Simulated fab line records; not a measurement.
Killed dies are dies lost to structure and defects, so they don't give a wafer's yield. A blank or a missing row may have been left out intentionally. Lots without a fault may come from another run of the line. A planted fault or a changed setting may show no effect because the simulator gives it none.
fab line records	flow n5-finfet
record: lots: 4	wafers: 12	last-day: 21
route steps=1938 shown FIN_CUT@157 BEOL_M4@1111 PASSIVATION@1936
lots untouched by any fault: they come from a run of this same line in which no faults occurred
start-h: hours from the record's opening day to when the first of the lot's shown wafers began	wait-h: hours elapsed since this lot's preceding step	" unchanged from the row above	L1.1+2: several wafers, shown together as one row	- no value, or no start was given	* or withheld: withheld	< > ~ a bound
route shown NAME@n: NAME is a module with steps in the file, n the number in the route of the first one	usual: mean/standard deviation taken from wafers without a fault	same: alike in all rows	chamber/n: place in a boat	sites: the reading at each site	_std_site: how widely they spread, as a standard deviation	_edge_site: mean of outer sites minus mean of inner sites	radius-mm: for every site, how far away it sits from the centre of the wafer	mask NAME#n: copy n	behind: the tool/chamber that last shaped the wafer	hold: reason for holding the lot/hours on hold/outcome of the hold	device: transistor that didn't switch, given as n, p or np	end of line: tests of these same wafers at the route's end	step lacking rows: just its recipe	killed: count of dies lost to structure and defects at first sort (not the wafer's yield)	map: a wafer's dies, marking killed ones x, the rest . and places with no die _
set.NAME: setting as actually run; set.NAME@STEP: the setting as run at that earlier step	model.NAME: the simulator's own value behind a step, which no gauge read
lots seen at some steps along the route; tables by step, rows by wafer
services: from which hour (start-h, from the record's first day; less than 0 if before it) a tool's chamber was out of use, for how many hours, and why
== steps ==
step: N5_FIN_CUT_COAT_02
recipe: resist: CAR-EUV	spin-rpm: 1500	resist-thk-nm: 30
step: N5_FIN_CUT_EBR_04
recipe: solvent: PGMEA	ebr-width-mm: 1.5
step: N5_FIN_CUT_SOFTBAKE_03
recipe: temp-c: 110	time-s: 60	resist: CAR-EUV
step: N5_FIN_CUT_EXPOSE_05
recipe: mask-id: FIN_CUT	na: 0.33	source-shape: annular	sigma-inner: 0.35	sigma-outer: 0.8	polarization: unpolarized	dose-mj: 45.75
step: N5_FIN_CUT_PEB_06
recipe: peb-temp-c: 100	peb-time-s: 60	resist: CAR-EUV
step: N5_FIN_CUT_DEVELOP_07
recipe: develop-time-s: 30	developer: TMAH	resist: CAR-EUV	rinse-liquid: surfactant-rinse	dry: air-spin	dev-temp-c: 23
step: N5_FIN_CUT_DESCUM_13
recipe: chemistry: O2	time-s: 7	source-power-w: 50	bias-power-w: 20	pressure-mtorr: 20	rf-frequency-hz: 2.712e+07	temp-c: 40	resist: CAR-EUV	o2-flow-sccm: 225
step: N5_FIN_CUT_ETCH_30
recipe: chemistry: N2/H2	target: underlayer	target-depth-a: 130	mask-material: CAR-EUV	time-s: 10.4	ion-energy-ev: 200	pressure-mtorr: 30	source-w: 840	bias-w: 150	n2-flow-sccm: 200	h2-flow-sccm: 200	ends: cleared
step: N5_FIN_CUT_ETCH_20
recipe: chemistry: CF4	target: SiARC	target-depth-a: 260	mask-material: CAR-EUV	time-s: 43.3	ion-energy-ev: 80	pressure-mtorr: 40	source-w: 545	bias-w: 36	Ar_flow_sccm: 100	cf4-flow-sccm: 100	ends: cleared
step: N5_FIN_CUT_ETCH_21
recipe: chemistry: N2/H2	target: SOC	target-depth-a: 2190	overetch-a: 438	mask-material: SiARC	temp-c: 40	ion-energy-ev: 100	bias-w: 61	time-s: 523.5	pressure-mtorr: 30	source-w: 850	n2-flow-sccm: 200	h2-flow-sccm: 200
usual: chamber-pressure-mTorr: 29.999/0.026	drypump-motor-current-A: 5.7/0.36	oes-product-au: 0.74/0.078	rf-vpp-V: 241.0/1.6	showerhead-plenum-p-Torr: 2.57/0.11	throttle-valve-pct: 17.7/0.31
lot.wafer	tool	chamber	start-h	wait-h	chamber-pressure-mTorr	drypump-motor-current-A	oes-product-au	rf-hours-counter-h	rf-vpp-V	showerhead-plenum-p-Torr	throttle-valve-pct	model.SiARC_of_FIN_CUT_COAT_19.thk-nm	model.FIN_CUT.cd-offset-nm
L331.1	rie-diel-02	2	26.94	0.0	30.019	5.7	0.75	99	239.4	2.33	17.6	11.6	-0.4
L331.2	"	1	"	"	30.017	5.4	0.75	88	240.2	2.48	17.6	11.6	0
L331.5	"	3	"	"	30.036	5.9	0.72	-	242.8	2.66	17.7	11.8	-0.6
L344.1	rie-diel-02	0	105.33	0.0	29.989	5.7	0.63	222	239.5	2.54	18.3	12.2	-0.8
L344.4	"	1	"	"	29.968	5.4	0.74	111	240.4	2.47	17.7	7.8	2.6
L344.6	"	3	"	"	29.977	5.9	0.70	-	243.2	2.65	17.8	12	-0.6
L346.1	rie-diel-02	1	116.47	0.0	29.955	5.4	0.74	113	240.5	2.47	17.7	7.6	3
L346.3	"	0	"	"	29.979	5.8	0.63	223	239.4	2.54	18.3	12	-0.6
L346.5	"	1	"	"	30.002	5.4	0.73	-	239.7	2.47	17.7	7.6	3.2
L352.1	rie-diel-03	2	154.66	0.0	29.974	6.3	0.79	52	240.4	2.71	17.8	11.4	-0.4
L352.4	"	0	"	"	30.002	6.2	0.73	107	240.7	2.56	17.4	10.8	0.2
L352.6	"	0	"	"	30.024	6.2	0.73	-	241.5	2.56	17.4	10.8	0.2
step: N5_FIN_CUT_STRIP_23
recipe: chemistry: N2/H2	temp-c: 40	n2-flow-sccm: 200	h2-flow-sccm: 200	rf-frequency-hz: 6e+07
step: N5_FIN_CUT_STRIP_31
recipe: chemistry: N2/H2	temp-c: 40	n2-flow-sccm: 200	h2-flow-sccm: 200	rf-frequency-hz: 6e+07
step: N5_FIN_CUT_STRIP_24
recipe: chemistry: CF4	resist: SiARC	power-w: 300	bias-power-w: 75	pressure-mtorr: 50	cf4-flow-sccm: 150	rf-frequency-hz: 6e+07
step: N5_FIN_CUT_CUT_ETCH_26
recipe: chemistry: CH3F/O2	target: SiNx	target-depth-a: 390	mask-material: SOC	time-s: 55.7	pressure-mtorr: 30	source-w: 395	bias-w: 73	Ar_flow_sccm: 150	CH3F_flow_sccm: 30	O2_flow_sccm: 20	ion-energy-ev: 120
step: N5_FIN_CUT_CUT_ETCH_27
recipe: chemistry: CHF3/O2	target: SiO2	target-depth-a: 40	mask-material: SOC	overetch-a: 20	time-s: 4.9	pressure-mtorr: 30	source-w: 650	bias-w: 170	Ar_flow_sccm: 200	CHF3_flow_sccm: 50	O2_flow_sccm: 5	ion-energy-ev: 200
step: N5_FIN_CUT_PRECLEAN_35
recipe: time-s: 13.3	temp-c: 45	pressure-torr: 125	p-hf-torr: 3	p-coreactant-torr: 25	chemistry: vHF
step: N5_FIN_CUT_CUT_ETCH_15
recipe: chemistry: HBr/Cl2/O2	target: Si	target-depth-a: 1000	bt-time-s: 10	mask-material: SOC	time-s: 42.4	ion-energy-ev: *	bias-w: *	pressure-mtorr: 10	icp-w: 800	HBr_flow_sccm: 150	Cl2_flow_sccm: 80	O2_flow_sccm: 12
step: N5_FIN_CUT_CUT_ETCH_28
recipe: chemistry: HBr/Cl2/O2	target: Si	target-depth-a: 60	mask-material: SOC	time-s: 2.4	ion-energy-ev: *	bias-w: *	pressure-mtorr: 10	icp-w: 800	HBr_flow_sccm: 150	Cl2_flow_sccm: 80	O2_flow_sccm: 12
usual: chamber-pressure-mTorr: 10.000/0.015	drypump-motor-current-A: 5.7/0.48	oes-product-au: 1.005/0.017	throttle-valve-pct: 37.2/0.39
lot.wafer	tool	chamber	start-h	wait-h	chamber-pressure-mTorr	drypump-motor-current-A	oes-product-au	rf-hours-counter-h	throttle-valve-pct	model.FIN_CUT.cd-offset-nm
L331.1	rie-si-05	0	27.53	0.0	9.991	6.1	1.015	104	36.9	0
L331.2	"	3	"	"	10.000	5.7	1.000	7	37.7	-0.2
L331.5	"	0	"	"	10.002	6.1	1.012	-	36.9	-0.6
L344.1	rie-si-05	1	105.93	0.0	9.997	5.7	0.988	191	37.4	-0.8
L344.4	"	3	"	"	10.005	5.7	1.000	9	37.7	2.4
L344.6	"	2	"	"	9.981	6.3	1.006	-	37.2	-0.8
L346.1	rie-si-03	1	117.06	0.0	9.992	6.4	0.991	126	37.6	2.4
L346.3	"	3	"	"	9.989	5.3	1.026	159	37.3	-1
L346.5	"	1	"	"	9.998	6.4	0.997	-	37.6	2.8
L352.1	rie-si-05	1	155.26	0.0	9.999	5.8	1.001	192	37.4	0
L352.4	"	3	"	"	10.010	5.7	0.995	10	37.7	0.4
L352.6	"	3	"	"	9.991	5.7	0.998	-	37.7	0.4
step: N5_FIN_CUT_STRIP_22
recipe: chemistry: N2/H2	power-w: 500	temp-c: 40	pressure-mtorr: 50	rf-frequency-hz: 6e+07	overash-fraction: 0.3	bias-power-w: 8	h2-frac: 0.5	n2-flow-sccm: 300	h2-flow-sccm: 300
step: N5_BEOL_M4_RC_MEAS_101
usual: DIBL_N: 37.1/2.6	DIBL_P: 38/3	IOFF_N: 0.18/0.052	IOFF_P: 0.25/0.06	ION_N: 678/15	ION_P: 467/8.6	SS_N: 71.7/0.73	SS_P: 73.7/0.89	VT_N: 249/4.3	VT_P: -248/3.8
lot.wafer	tool	chamber	start-h	wait-h	DIBL_N[mV/V]	DIBL_P[mV/V]	IOFF_N[nA/um]	IOFF_P[nA/um]	ION_N[uA/um]	ION_P[uA/um]	SS_N[mV/dec]	SS_P[mV/dec]	VT_N[mV]	VT_P[mV]
L331.1	prober-01	0	230.79	0.0	35.2	37	0.16	0.23	667	465	71.4	73.5	252	-246
L331.2	"	0	"	"	37.3	42	0.21	0.33	678	471	72.4	74.3	246	-243
L331.5	"	0	"	"	37.4	38	0.22	0.24	671	457	73.1	73.1	249	-246
L346.1	prober-01	0	317.15	0.0	35.4	36	0.13	0.21	662	464	71.3	73.9	255	-251
L346.3	"	0	"	"	35.0	36	0.13	0.22	669	464	70.7	73.9	254	-249
L346.5	"	0	"	"	36.1	38	0.15	0.25	682	473	71.1	74.1	250	-247
L344.1	prober-02	0	323.11	0.0	34.0	32	0.11	0.16	657	450	71.3	73.2	256	-255
L344.4	"	0	"	"	35.6	33	0.13	0.18	667	457	72.0	73.3	253	-254
L344.6	"	0	"	"	38.1	36	0.18	0.21	687	464	72.2	73.5	251	-254
L352.1	prober-01	0	402.57	0.0	39.9	41	0.24	0.31	703	485	71.7	75.0	244	-243
L352.4	"	0	"	"	39.5	41	0.23	0.29	687	474	72.1	74.5	246	-246
L352.6	"	0	"	"	39.4	39	0.21	0.24	687	469	71.5	74.3	248	-248
step: N5_PASSIVATION_PROBE_49
usual: defect-limited-yield: 91.4/1.4	killed_at_M0_to_M3: 34/9.1	killed_at_M4_up: 14/5.2	killed-at-contacts: 12/6.4	killed-at-front-end: 38/11	killed-at-other: 3.7/2.8	killed-dies: 102/17	killed-open: 68/13	killed-short: 32/7.8	sort_bin_5_function: 5.1/1	sort_bin_6_memory: 3.2/0.66	sort-n-pass: 1076/19	sort-yield-pct: 91.2/1.6
same: gross-dies: 1180	killed-at-back-side: 0	sort_bin_4_leakage[%]: 0	sort_bin_8_speed[%]: 0
lot.wafer	tool	chamber	start-h	wait-h	defect-limited-yield[%]	killed_at_M0_to_M3	killed_at_M4_up	killed-at-contacts	killed-at-front-end	killed-at-other	killed-dies	killed-open	killed-short	sort_bin_5_function[%]	sort_bin_6_memory[%]	sort-n-pass	sort-yield-pct[%]
L331.1	prober-01	-	337.07	0.0	92.9	30	9	11	26	8	84	51	32	3.5	3.3	1096	92.9
L331.2	prober-01	-	337.12	0.1	90.7	57	8	7	32	6	110	75	35	5.2	3.7	1070	90.7
L331.5	prober-01	-	337.27	0.2	92.7	32	14	6	33	1	86	58	26	4.6	2.3	1094	92.7
L346.1	prober-02	-	422.42	0.0	92.2	20	14	14	40	4	92	44	36	3.8	2.9	1088	92.2
L346.3	prober-02	-	422.52	0.1	88.5	46	24	29	34	3	136	104	30	6.7	4.5	1044	88.5
L346.5	prober-02	-	422.62	0.2	86.4	43	20	12	78	7	160	112	40	8.1	4.6	1020	86.4
L344.1	prober-02	-	432.04	0.0	91.4	33	14	12	41	1	101	68	32	4.7	3.8	1079	91.4
L344.4	prober-02	-	432.19	0.2	90.9	38	10	14	39	6	107	63	38	5.3	3.6	1073	90.9
L344.6	prober-02	-	432.29	0.3	93.1	30	11	4	31	6	82	51	29	4.2	2.5	1098	93.1
L352.1	prober-02	-	508.63	0.0	93.1	26	4	13	26	13	82	53	29	4.2	2.5	1098	93.1
L352.4	prober-02	-	508.78	0.2	90.6	26	16	5	57	7	111	67	44	5.4	3.5	1069	90.6
L352.6	prober-02	-	508.88	0.3	91.4	24	20	8	42	7	101	68	33	4.6	3.7	1079	91.4
killed by level:class
L331.1 BEOL_M3:geometric-particle:open=12 MOL_CONTACT_COAG:geometric-particle:open=8 FIN_SAQP:geometric-particle:short=5 DUMMY_GATE:geometric-particle:open=5 BEOL_M4:geometric-particle:short=5 MIM_TOP_ETCH:geometric-particle:open=5 BEOL_M0_SAQP:geometric-particle:open=4 GATE_CUT:geometric-particle:short=4
L331.2 BEOL_M3:geometric-particle:open=15 BEOL_M2:geometric-particle:open=9 DUMMY_GATE:geometric-particle:open=7 BEOL_M0_SAQP:geometric-particle:open=7 BEOL_M0_SAQP:geometric-particle:short=7 BEOL_M1:geometric-particle:open=6 MOL_CONTACT_COAG:geometric-particle:open=5 BEOL_M3:geometric-particle:short=5
L331.5 BEOL_M2:geometric-particle:open=11 BEOL_M3:geometric-particle:open=11 STI_FIN_REVEAL:geometric-particle:open=6 FIN_SAQP:geometric-particle:short=5 DUMMY_GATE:geometric-particle:open=5 BEOL_M0_SAQP:geometric-particle:short=5 BEOL_M4:geometric-particle:open=5 FIN_SAQP:geometric-particle:open=4
L346.1 STI_FIN_REVEAL:geometric-particle:open=10 MOL_CONTACT_COAG:geometric-particle:open=10 FIN_CUT:area-etch=8 BEOL_M0_SAQP:geometric-particle:short=5 BEOL_M1:geometric-particle:open=5 STI_FIN_REVEAL:geometric-particle:short=4 MOL_CONTACT_COAG:geometric-particle:short=4 BEOL_M13:coat-microbubble-printed=4
L346.3 MOL_CONTACT_COAG:geometric-particle:open=23 BEOL_M4:geometric-particle:open=17 STI_FIN_REVEAL:geometric-particle:open=14 BEOL_M0_SAQP:geometric-particle:open=13 BEOL_M1:geometric-particle:open=9 BEOL_M2:geometric-particle:open=8 DUMMY_GATE:geometric-particle:open=6 MOL_CONTACT_COAG:geometric-particle:short=6
L346.5 STI_FIN_REVEAL:geometric-particle:open=42 FIN_SAQP:geometric-particle:open=11 BEOL_M0_SAQP:geometric-particle:short=11 BEOL_M2:geometric-particle:open=11 BEOL_M0_SAQP:geometric-particle:open=10 BEOL_M4:geometric-particle:open=9 MOL_CONTACT_COAG:geometric-particle:short=7 FIN_CUT:area-etch=7
L344.1 FIN_SAQP:geometric-particle:open=9 BEOL_M2:geometric-particle:open=9 STI_FIN_REVEAL:geometric-particle:open=8 MOL_CONTACT_COAG:geometric-particle:open=8 DUMMY_GATE:geometric-particle:open=7 FIN_SAQP:geometric-particle:short=6 BEOL_M0_SAQP:geometric-particle:open=6 BEOL_M4:geometric-particle:open=6
L344.4 MOL_CONTACT_COAG:geometric-particle:open=12 BEOL_M0_SAQP:geometric-particle:short=9 BEOL_M0_SAQP:geometric-particle:open=7 BEOL_M1:geometric-particle:open=7 FIN_SAQP:geometric-particle:short=6 BEOL_M2:geometric-particle:open=6 STI_FIN_REVEAL:geometric-particle:open=5 BEOL_M3:geometric-particle:open=5
L344.6 BEOL_M0_SAQP:geometric-particle:open=7 BEOL_M0_SAQP:geometric-particle:short=7 DUMMY_GATE:geometric-particle:open=6 BEOL_M1:geometric-particle:open=5 FIN_SAQP:geometric-particle:open=4 BEOL_M2:geometric-particle:open=4 STI_FIN_REVEAL:geometric-particle:open=4 FIN_SAQP:geometric-particle:short=3
L352.1 MOL_CONTACT_COAG:geometric-particle:open=8 PAD_METAL:geometric-particle:open=7 DUMMY_GATE:geometric-particle:open=6 BEOL_M0_SAQP:geometric-particle:short=6 PAD_METAL:geometric-particle:short=6 FIN_SAQP:geometric-particle:open=5 MOL_CONTACT_COAG:geometric-particle:short=5 BEOL_M0_SAQP:geometric-particle:open=4
L352.4 DUMMY_GATE:geometric-particle:open=12 GATE_CUT:geometric-particle:short=9 FIN_SAQP:geometric-particle:short=8 BEOL_M3:geometric-particle:open=8 FIN_SAQP:geometric-particle:open=5 STI_FIN_REVEAL:geometric-particle:open=5 BEOL_M1:geometric-particle:open=5 BEOL_M5:geometric-particle:open=5
L352.6 FIN_SAQP:geometric-particle:open=12 BEOL_M4:geometric-particle:open=9 FIN_SAQP:geometric-particle:short=8 DUMMY_GATE:geometric-particle:open=7 BEOL_M5:geometric-particle:open=6 BEOL_M3:geometric-particle:open=6 MOL_CONTACT_COAG:geometric-particle:open=5 BEOL_M0_SAQP:geometric-particle:short=5
== services ==
tool	chamber	start-h	hours	kind
rie-si-03	-	29.16	0.2	repair
rie-diel-03	3	33.05	-	clean
rie-diel-03	3	33.05	-	consumable-replace:focus-ring
rie-diel-03	3	33.05	-	consumable-replace:showerhead
rie-diel-03	3	33.05	25.3	scheduled-down
rie-diel-03	3	33.05	25.3	vent-cycle
rie-diel-03	1	42.31	1.9	repair
rie-si-05	-	48.63	1.6	repair
rie-diel-02	0	58.65	9.9	repair
rie-si-03	3	82.67	7.6	repair
rie-si-05	-	110.00	2.8	pm
rie-diel-02	1	124.87	2.3	repair
rie-si-03	-	145.91	14.6	pm
== key ==
first-sign none at tools or gauges
model-effect: step: N5_FIN_CUT_ETCH_21	value: SiARC_of_FIN_CUT_COAT_19.thk-nm	without: 11.53	struck: 7.667
model-effect: step: N5_FIN_CUT_CUT_ETCH_28	value: FIN_CUT.cd-offset-nm	without: -0.1333	struck: 2.533
met-at N5_FIN_CUT_ETCH_21
struck-wafers L344.4,L346.1,L346.5
onset-between 26.94 105.33
fault: kind: process-parameter-drift	tool: rie-diel-02	chamber: 1	onset-h: 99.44	steps: N5_FIN_CUT_ETCH_21	channel: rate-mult	offset: 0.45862	shape: step	end-h: 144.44
